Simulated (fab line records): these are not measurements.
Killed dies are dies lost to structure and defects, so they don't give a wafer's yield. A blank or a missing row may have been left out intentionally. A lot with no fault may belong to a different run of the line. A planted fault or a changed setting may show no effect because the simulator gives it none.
fab line records | flow n5-finfet
record: lots: 9 wafers: 27 last-day: 16
route steps=1938 shown HKMG_FIN@387 BEOL_M4@1111 PASSIVATION@1936
lots with no fault: from the same line, run without faults
start-h: hours from the record's first day to the start of the lot's first wafer shown | wait-h: hours elapsed since this lot's preceding step | " unchanged from the row above | L1.1+2: one row covering several wafers at once | - value missing, or start not given | * or withheld: withheld | < > ~ a bound
route shown NAME@n: names a module that has steps shown in the file, with the first one's number in the route | usual: average and standard deviation across the fault-free wafers | same: alike in all rows | chamber/n: place in a boat | sites: each site's reading | _std_site: standard deviation of those values | _edge_site: the outer-site mean with the inner-site mean subtracted | radius-mm: how far each site lies from the wafer's centre | mask NAME#n: copy n | behind: the tool/chamber that last shaped the wafer | hold: reason for holding the lot/hours on hold/outcome of the hold | device: transistor that didn't switch, given as n, p or np | end of line: the same wafers' tests at the end of the route | a step given without rows: its recipe and nothing more | killed: count of dies lost to structure and defects at first sort (not the wafer's yield) | map: dies across one wafer; x = killed, . = not, _ = none there
set.NAME: the setting the step ran with; set.NAME@STEP: the setting that earlier step ran with | model.NAME: the simulator's own value behind a step, which no gauge read
route steps across a sampled set of lots; one table per step, one row per wafer
services: the hour from which a tool's chamber was out of use, counted from the record's first day as start-h (under 0 if before that day), plus the number of hours and why
== steps ==
step: N5_HKMG_FIN_HK_ANNEAL_02
recipe: temp-c: 700 time-s: 30 ambient: N2 idle-temp-c: 600 ramp-up-c-per-s: 150 ramp-down-c-per-s: 60 cool-to-c: 600
usual: lamp-power-pct: 8.79/0.051 wafer_temp_C_max: 703.0/0.7
columns lot.wafer tool chamber start-h wait-h lamp-power-pct wafer_temp_C_max
L924.1 rtp-anneal-01 0 79.85 0.1 8.78 702.2
L924.4 " 0 " " 8.75 702.6
L924.5 " 0 " " 8.77 702.2
L925.4 rtp-anneal-01 0 83.30 0.3 8.82 702.5
L925.5 " 0 " " 8.79 702.8
L925.6 " 0 " " 8.80 704.2
L927.1 rtp-anneal-01 0 100.07 0.2 8.82 702.7
L927.5 " 0 " " 8.81 703.2
L927.6 " 0 " " 8.83 702.4
L928.1 rtp-anneal-02 0 101.32 0.2 8.82 703.6
L928.4 " 0 " " 8.86 701.9
L928.5 " 0 " " 8.71 701.8
L932.2 rtp-anneal-02 0 130.68 0.1 8.76 702.4
L932.3 " 0 " " 8.76 703.0
L932.5 " 0 " " 8.78 702.6
L935.2 rtp-anneal-01 0 147.04 0.1 8.92 702.5
L935.3 " 0 " " 8.84 703.5
L935.6 " 0 " " 8.80 703.0
L938.1 rtp-anneal-01 0 162.12 0.1 8.68 703.7
L938.3 " 0 " " 8.82 702.8
L938.5 " 0 " " 8.73 703.1
L939.4 rtp-anneal-02 0 166.63 0.2 8.85 702.5
L939.5 " 0 " " 8.79 702.9
L939.6 " 0 " " 8.78 702.7
L940.2 rtp-anneal-01 0 176.50 0.1 8.88 703.2
L940.4 " 0 " " 8.79 702.6
L940.6 " 0 " " 8.72 703.3
step: N5_HKMG_FIN_ETCH_58
recipe: chemistry: N2/H2 target: SOC target-depth-a: 2158 ion-energy-ev: 50 bias-w: 13 time-s: 741 pressure-mtorr: 30 source-w: 875 n2-flow-sccm: 200 h2-flow-sccm: 200
usual: bias-w: 13.00/0.04 drypump-motor-current-A: 5.6/0.4 oes-product-au: 0.78/0.089 rf-vpp-V: 99.1/0.83 showerhead-plenum-p-Torr: 2.52/0.078 throttle-valve-pct: 17.82/0.28
columns lot.wafer tool chamber start-h wait-h bias-w drypump-motor-current-A oes-product-au rf-hours-counter-h rf-vpp-V showerhead-plenum-p-Torr throttle-valve-pct
L924.1 rie-diel-06 2 81.00 0.0 13.02 5.5 0.75 152 99.0 2.57 18.24
L924.4 " 1 " " 13.01 6.2 1.01 1 98.7 2.50 17.86
L924.5 " 1 " " 13.01 6.2 1.02 - 97.4 2.50 17.87
L925.4 rie-diel-06 3 84.23 0.0 13.05 5.5 0.92 26 99.2 2.49 17.63
L925.5 " 3 " " 13.03 5.5 0.91 - 100.1 2.49 17.62
L925.6 " 0 " " 12.95 5.7 0.69 - 98.4 2.53 17.93
L927.1 rie-diel-02 0 101.22 0.0 12.97 5.9 0.73 204 99.3 2.63 17.62
L927.5 " 1 " " 13.01 5.7 0.73 - 98.6 2.42 17.52
L927.6 " 0 " " 12.95 5.9 0.73 - 100.9 2.63 17.62
L928.1 rie-diel-02 3 102.49 0.0 12.95 5.2 0.94 23 99.5 2.51 17.99
L928.4 " 0 " " 13.04 5.9 0.73 205 100.5 2.63 17.62
L928.5 " 3 " " 13.00 5.2 0.94 - 99.2 2.51 18.02
L932.2 rie-diel-02 2 132.05 0.0 11.53 4.8 0.73 163 91.8 2.65 17.77
L932.3 " 1 " " 11.61 5.7 0.71 184 92.4 2.42 17.55
L932.5 " 3 " " 11.57 5.2 0.88 - 91.6 2.51 18.04
L935.2 rie-diel-02 1 148.04 0.0 11.59 5.6 0.70 188 91.1 2.41 17.55
L935.3 " 0 " " 11.62 5.9 0.69 220 93.2 2.62 17.65
L935.6 " 1 " " 11.69 5.7 0.70 - 90.7 2.41 17.57
L938.1 rie-diel-06 1 163.26 0.0 12.98 6.2 0.91 32 99.0 2.49 17.93
L938.3 " 3 " " 12.98 5.5 0.86 56 98.9 2.47 17.67
L938.5 " 3 " " 13.00 5.5 0.86 - 99.2 2.47 17.67
L939.4 rie-diel-04 3 167.69 0.0 13.01 5.5 0.79 118 98.6 2.41 17.42
L939.5 " 3 " " 12.99 5.5 0.79 - 98.0 2.41 17.40
L939.6 " 2 " " 13.01 6.0 0.70 - 99.8 2.50 17.64
L940.2 rie-diel-04 0 177.62 0.0 12.99 6.1 0.71 213 98.5 2.63 17.89
L940.4 " 2 " " 13.00 6.0 0.70 208 99.1 2.50 17.65
L940.6 " 3 " " 13.06 5.5 0.80 - 99.2 2.41 17.42
step: N5_HKMG_FIN_STRIP_60
recipe: chemistry: N2/H2 power-w: 2500 temp-c: 300 h2-frac: 0.65 time-s: 360 pressure-mtorr: withheld n2-flow-sccm: 1750 h2-flow-sccm: 3250
usual: drypump-motor-current-A: 5.8/0.45 heater-power-w: 464/12
columns lot.wafer tool chamber start-h wait-h drypump-motor-current-A heater-power-w rf-hours-counter-h
L924.1 plasma-asher-02 1 81.58 0.0 5.8 460 93
L924.4 " 1 " " 5.7 463 -
L924.5 " 1 " " 5.7 456 -
L925.4 plasma-asher-02 0 85.14 0.4 6.4 472 -
L925.5 " 1 " " 5.7 463 -
L925.6 " 0 " " 6.4 465 -
L927.1 plasma-asher-01 1 101.91 0.0 5.3 485 38
L927.5 " 0 " " 5.4 439 -
L927.6 " 1 " " 5.3 469 -
L928.1 plasma-asher-02 0 103.06 0.0 6.4 468 98
L928.4 " 1 " " 5.7 453 -
L928.5 " 0 " " 6.4 463 -
L932.2 plasma-asher-02 1 132.63 0.0 5.7 463 104
L932.3 " 1 " " 5.7 469 -
L932.5 " 0 " " 6.4 463 -
L935.2 plasma-asher-02 1 148.61 0.0 5.7 470 110
L935.3 " 0 " " 6.4 467 -
L935.6 " 0 " " 6.4 475 -
L938.1 plasma-asher-02 0 163.84 0.0 6.4 465 113
L938.3 " 0 " " 6.4 465 -
L938.5 " 1 " " 5.7 458 -
L939.4 plasma-asher-01 0 168.39 0.1 5.4 452 -
L939.5 " 0 " " 5.4 439 -
L939.6 " 1 " " 5.3 488 -
L940.2 plasma-asher-01 0 178.19 0.0 5.4 451 50
L940.4 " 1 " " 5.3 481 -
L940.6 " 0 " " 5.4 444 -
step: N5_HKMG_FIN_ALD_79
recipe: material: TiN target-thk-a: 15 temp-c: 400 ald-precursor-family: TiCl4 ald-co-reactant: NH3 pulse-time-s: 1 purge-time-s: 3 co-reactant-purge-time-s: 2 co-reactant-pulse-time-s: 2 ald-cycles: 68 pressure-torr: 3
usual: heater-power-w: 951/86 precursor-pulse-height-rel: 0.999/0.022
same: co-reactant-pulse-time-s: 2 purge-time-s: 3
columns lot.wafer tool chamber start-h wait-h heater-power-w precursor-pulse-height-rel
L924.1 ald-metal-01 0 82.06 0.0 1114 0.959
L924.4 " 3 " " 967 0.997
L924.5 " 2 " " 1001 0.988
L925.4 ald-metal-02 1 85.52 0.0 895 1.001
L925.5 " 2 " " 948 0.980
L925.6 " 3 " " 879 0.991
L927.1 ald-metal-03 3 102.39 0.0 928 0.985
L927.5 " 3 " " 977 1.004
L927.6 " 0 " " 904 1.017
L928.1 ald-metal-03 1 103.56 0.0 1105 0.996
L928.4 " 2 " " 935 1.037
L928.5 " 1 " " 1079 1.037
L932.2 ald-metal-03 2 133.12 0.0 945 0.990
L932.3 " 1 " " 1102 1.030
L932.5 " 2 " " 946 1.012
L935.2 ald-metal-01 1 149.10 0.0 804 0.953
L935.3 " 0 " " 1111 0.961
L935.6 " 1 " " 817 1.004
L938.1 ald-metal-02 0 164.33 0.0 916 0.969
L938.3 " 1 " " 864 0.966
L938.5 " 3 " " 881 0.997
L939.4 ald-metal-01 2 168.75 0.0 1032 0.977
L939.5 " 1 " " 820 1.041
L939.6 " 2 " " 1002 1.008
L940.2 ald-metal-01 0 178.68 0.0 1117 0.959
L940.4 " 2 " " 1003 0.992
L940.6 " 1 " " 836 0.956
step: N5_BEOL_M4_RC_MEAS_101
usual: DIBL_N: 37.3/2.3 DIBL_P: 37.4/2.9 IOFF_N: 0.18/0.045 IOFF_P: 0.25/0.054 ION_N: 679/15 ION_P: 468/9.7 SS_N: 71.8/0.62 SS_P: 73.6/0.76 VT_N: 248/4.1 VT_P: -248/3.6
columns lot.wafer tool chamber start-h wait-h DIBL_N[mV/V] DIBL_P[mV/V] IOFF_N[nA/um] IOFF_P[nA/um] ION_N[uA/um] ION_P[uA/um] SS_N[mV/dec] SS_P[mV/dec] VT_N[mV] VT_P[mV]
L924.1 prober-01 0 182.56 0.0 36.8 37.7 0.16 0.26 687 483 72.0 74.3 247 -246
L924.4 " 0 " " 36.2 35.5 0.14 0.24 669 466 71.4 73.4 251 -245
L924.5 " 0 " " 37.5 37.9 0.17 0.28 689 482 71.9 73.8 246 -246
L925.4 prober-02 0 189.93 0.5 33.6 32.9 0.12 0.20 655 456 71.0 73.3 252 -247
L925.5 " 0 " " 32.9 33.4 0.12 0.20 667 469 70.7 72.9 255 -248
L925.6 " 0 " " 37.0 36.0 0.18 0.24 675 464 71.3 73.5 247 -249
L927.1 prober-01 0 190.00 0.5 36.8 36.0 0.17 0.23 683 464 71.3 73.0 251 -249
L927.5 " 0 " " 38.7 38.6 0.21 0.28 687 473 72.1 74.0 247 -245
L927.6 " 0 " " 37.2 37.3 0.18 0.26 692 480 71.9 74.4 248 -245
L928.1 prober-02 0 195.36 0.0 39.0 39.4 0.20 0.25 681 464 71.6 74.0 247 -249
L928.4 " 0 " " 40.6 43.2 0.26 0.31 693 473 72.8 74.9 243 -248
L928.5 " 0 " " 37.3 38.2 0.17 0.22 698 469 72.0 73.0 248 -251
L932.2 prober-02 0 218.02 0.2 39.1 39.9 0.21 0.28 685 467 71.8 74.1 245 -247
L932.3 " 0 " " 38.3 37.7 0.19 0.24 680 461 71.5 72.9 248 -249
L932.5 " 0 " " 41.6 44.0 0.27 0.34 706 480 73.0 75.6 244 -245
L935.2 prober-02 0 242.59 0.2 39.9 41.3 0.23 0.32 704 487 72.3 74.4 243 -244
L935.3 " 0 " " 41.4 42.9 0.26 0.39 688 475 72.9 74.6 241 -241
L935.6 " 0 " " 40.8 42.1 0.24 0.35 692 484 71.7 74.7 241 -241
L938.1 prober-01 0 262.31 0.0 41.3 41.0 0.29 0.34 697 476 71.5 74.8 239 -244
L938.3 " 0 " " 36.2 35.4 0.17 0.23 689 479 71.1 73.6 246 -246
L938.5 " 0 " " 35.9 33.3 0.14 0.19 667 455 71.7 72.6 251 -250
L939.4 prober-02 0 269.11 0.5 33.5 34.4 0.14 0.20 669 463 70.6 73.1 251 -249
L939.5 " 0 " " 32.0 33.1 0.13 0.19 679 468 70.6 72.6 249 -250
L939.6 " 0 " " 35.5 35.0 0.16 0.21 652 450 71.8 73.5 251 -253
L940.2 prober-01 0 270.82 0.2 38.4 39.6 0.22 0.29 672 459 73.0 74.3 248 -246
L940.4 " 0 " " 36.5 37.6 0.18 0.25 695 473 71.3 74.1 248 -246
L940.6 " 0 " " 37.4 38.9 0.21 0.28 703 474 71.7 74.2 245 -244
step: N5_PASSIVATION_PROBE_49
usual: defect-limited-yield: 91.3/1.5 killed_at_M0_to_M3: 35/8.7 killed_at_M4_up: 14/5.5 killed-at-contacts: 11/5.6 killed-at-front-end: 39/13 killed-at-other: 3.7/2.2 killed-dies: 103/18 killed-open: 69/14 killed-short: 33/7.8 sort_bin_4_leakage: 0.02/0.15 sort_bin_5_function: 5.1/0.99 sort_bin_6_memory: 3.3/0.67 sort_bin_8_speed: 0.02/0.17 sort-n-pass: 1077/18 sort-yield-pct: 91.2/1.5
same: gross-dies: 1180 killed-at-back-side: 0
columns lot.wafer tool chamber start-h wait-h defect-limited-yield[%] killed_at_M0_to_M3 killed_at_M4_up killed-at-contacts killed-at-front-end killed-at-other killed-dies killed-open killed-short sort_bin_4_leakage[%] sort_bin_5_function[%] sort_bin_6_memory[%] sort_bin_8_speed[%] sort-n-pass sort-yield-pct[%]
L925.4 prober-01 - 294.20 0.2 91.7 42 13 10 32 1 98 65 33 0 5.2 2.8 0 1082 91.7
L925.5 prober-01 - 294.25 0.2 90.8 42 12 12 34 8 108 70 37 0 5.3 3.7 0 1072 90.8
L925.6 prober-01 - 294.30 0.3 89.8 46 8 13 48 5 120 76 42 0 6.3 3.1 0 1060 89.8
L932.2 prober-01 - 325.68 0.1 91.3 40 21 3 35 4 103 71 30 0 4.8 3.8 0 1077 91.3
L932.3 prober-01 - 325.73 0.1 90.4 38 16 6 50 3 113 73 33 0 5.5 3.6 0 1067 90.4
L932.5 prober-01 - 325.83 0.2 91.2 30 12 7 49 6 104 58 44 0 5.4 3.1 0 1076 91.2
L935.2 prober-02 - 356.11 0.1 88.7 29 28 18 56 2 133 106 27 0 6.2 4.8 0 1047 88.7
L935.3 prober-02 - 356.16 0.1 89.6 44 25 7 43 4 123 80 43 0.25 6.6 3.3 0 1054 89.3
L935.6 prober-02 - 356.31 0.3 89.7 34 24 13 47 4 122 88 34 0 6.0 3.8 0 1058 89.7
L940.2 prober-01 - 378.00 0.1 92.4 27 17 8 34 4 90 65 22 0 4.7 2.7 0 1090 92.4
L940.4 prober-01 - 378.10 0.2 94.7 21 9 5 24 4 63 46 17 0 3.4 1.7 0 1117 94.7
L940.6 prober-01 - 378.20 0.3 93.0 17 25 10 29 2 83 55 24 0 4.4 2.5 0 1097 93.0
killed by level:class
L925.4 BEOL_M0_SAQP:geometric-particle:short=14 BEOL_M0_SAQP:geometric-particle:open=10 BEOL_M3:geometric-particle:open=9 FIN_SAQP:geometric-particle:open=8 GATE_CUT:geometric-particle:open=7 MOL_CONTACT_COAG:geometric-particle:open=6 FIN_SAQP:geometric-particle:short=5 BEOL_M4:geometric-particle:open=5
L925.5 BEOL_M0_SAQP:geometric-particle:open=17 BEOL_M0_SAQP:geometric-particle:short=13 MOL_CONTACT_COAG:geometric-particle:open=10 DUMMY_GATE:geometric-particle:open=8 STI_FIN_REVEAL:geometric-particle:open=6 FIN_SAQP:geometric-particle:short=5 BEOL_M3:geometric-particle:open=5 FIN_SAQP:geometric-particle:open=3
L925.6 BEOL_M0_SAQP:geometric-particle:short=13 STI_FIN_REVEAL:geometric-particle:open=12 MOL_CONTACT_COAG:geometric-particle:open=10 BEOL_M0_SAQP:geometric-particle:open=9 BEOL_M3:geometric-particle:open=9 GATE_CUT:geometric-particle:open=8 GATE_CUT:geometric-particle:short=7 BEOL_M1:geometric-particle:open=6
L932.2 BEOL_M2:geometric-particle:open=11 BEOL_M1:geometric-particle:open=9 BEOL_M4:geometric-particle:open=9 FIN_SAQP:geometric-particle:short=8 FIN_SAQP:geometric-particle:open=8 BEOL_M0_SAQP:geometric-particle:short=6 BEOL_M0:geometric-particle:open=5 DUMMY_GATE:geometric-particle:open=4
L932.3 BEOL_M3:geometric-particle:open=13 STI_FIN_REVEAL:geometric-particle:open=11 FIN_SAQP:geometric-particle:open=10 FIN_SAQP:geometric-particle:short=7 BEOL_M0_SAQP:geometric-particle:short=7 STARTING-WAFER:geometric-particle:short=7 DUMMY_GATE:geometric-particle:open=5 MOL_CONTACT_COAG:geometric-particle:open=5
L932.5 FIN_SAQP:geometric-particle:short=22 FIN_SAQP:geometric-particle:open=12 BEOL_M3:geometric-particle:open=9 MOL_CONTACT_COAG:geometric-particle:open=7 BEOL_M0_SAQP:geometric-particle:short=6 STI_FIN_REVEAL:geometric-particle:open=5 BEOL_M1:geometric-particle:open=5 BEOL_M0_SAQP:geometric-particle:open=4
L935.2 STI_FIN_REVEAL:geometric-particle:open=22 MOL_CONTACT_COAG:geometric-particle:open=16 BEOL_M4:geometric-particle:open=15 FIN_SAQP:geometric-particle:open=10 BEOL_M2:geometric-particle:open=10 BEOL_M3:geometric-particle:open=8 BEOL_M4:geometric-particle:short=7 FIN_SAQP:geometric-particle:short=5
L935.3 STI_FIN_REVEAL:geometric-particle:open=13 BEOL_M4:geometric-particle:open=12 BEOL_M1:geometric-particle:open=10 BEOL_M3:geometric-particle:open=10 BEOL_M0_SAQP:geometric-particle:short=8 FIN_SAQP:geometric-particle:open=7 BEOL_M0_SAQP:geometric-particle:open=7 FIN_SAQP:geometric-particle:short=6
L935.6 STI_FIN_REVEAL:geometric-particle:open=17 FIN_SAQP:geometric-particle:open=12 BEOL_M0_SAQP:geometric-particle:open=12 MOL_CONTACT_COAG:geometric-particle:open=11 BEOL_M4:geometric-particle:open=11 FIN_SAQP:geometric-particle:short=8 BEOL_M0_SAQP:geometric-particle:short=7 BEOL_M4:geometric-particle:short=6
L940.2 FIN_SAQP:geometric-particle:short=11 BEOL_M3:geometric-particle:open=11 BEOL_M4:geometric-particle:open=9 FIN_SAQP:geometric-particle:open=6 MOL_CONTACT_COAG:geometric-particle:open=6 STI_FIN_REVEAL:geometric-particle:open=5 BEOL_M0_SAQP:geometric-particle:open=5 BEOL_M2:geometric-particle:open=5
L940.4 FIN_SAQP:geometric-particle:short=7 STI_FIN_REVEAL:geometric-particle:open=7 BEOL_M0_SAQP:geometric-particle:open=7 BEOL_M1:geometric-particle:open=6 BEOL_M4:geometric-particle:open=6 MOL_CONTACT_COAG:geometric-particle:open=5 BEOL_M3:geometric-particle:open=5 STARTING-WAFER:geometric-particle:short=4
L940.6 BEOL_M4:geometric-particle:open=15 MOL_CONTACT_COAG:geometric-particle:open=9 GATE_CUT:geometric-particle:short=8 STI_FIN_REVEAL:geometric-particle:open=7 BEOL_M3:geometric-particle:open=6 BEOL_M4:geometric-particle:short=4 STARTING-WAFER:geometric-particle:open=4 GATE_CUT:geometric-particle:open=3
== services ==
columns tool chamber start-h hours kind
rie-diel-06 0 57.42 4.3 repair
rie-diel-02 2 60.12 4.3 repair
rie-diel-06 1 61.97 - clean
rie-diel-06 1 61.97 - consumable-replace:focus-ring
rie-diel-06 1 61.97 16.0 scheduled-down
rie-diel-06 1 61.97 16.0 vent-cycle
rie-diel-04 3 69.58 3.5 repair
rie-diel-02 1 71.49 3.0 repair
plasma-asher-01 - 72.72 14.6 pm
ald-metal-02 - 75.77 1.0 repair
ald-metal-02 - 78.07 1.8 repair
ald-metal-03 - 95.11 6.0 pm
rie-diel-06 2 148.52 29.0 repair
plasma-asher-01 - 156.52 0.4 repair
rie-diel-02 3 166.84 4.9 repair
rie-diel-02 - 177.25 2.8 pm
rie-diel-06 0 177.60 - clean
rie-diel-06 0 177.60 - consumable-replace:focus-ring
rie-diel-06 0 177.60 13.5 scheduled-down
rie-diel-06 0 177.60 13.5 vent-cycle
ald-metal-02 - 178.07 6.0 pm
== key ==
first-sign: step: N5_HKMG_FIN_ETCH_58 reading: bias-w direction: down sigmas: 35 usual: * struck: *
effect: step: N5_HKMG_FIN_ETCH_58 reading: rf-vpp-V direction: down sigmas: 8.8 usual: 99.1 struck: 91.8
met-at N5_HKMG_FIN_ETCH_58
struck-lots L932,L935
not-acting-at N5_HKMG_FIN_HK_ANNEAL_02,N5_HKMG_FIN_STRIP_60,N5_HKMG_FIN_ALD_79
onset-between 102.49 132.05
fault: kind: process-parameter-drift tool: rie-diel-02 chamber: - onset-h: 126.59 steps: N5_HKMG_FIN_ETCH_58 channel: bias-w offset: * shape: step end-h: 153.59 acts-in: * stated: *
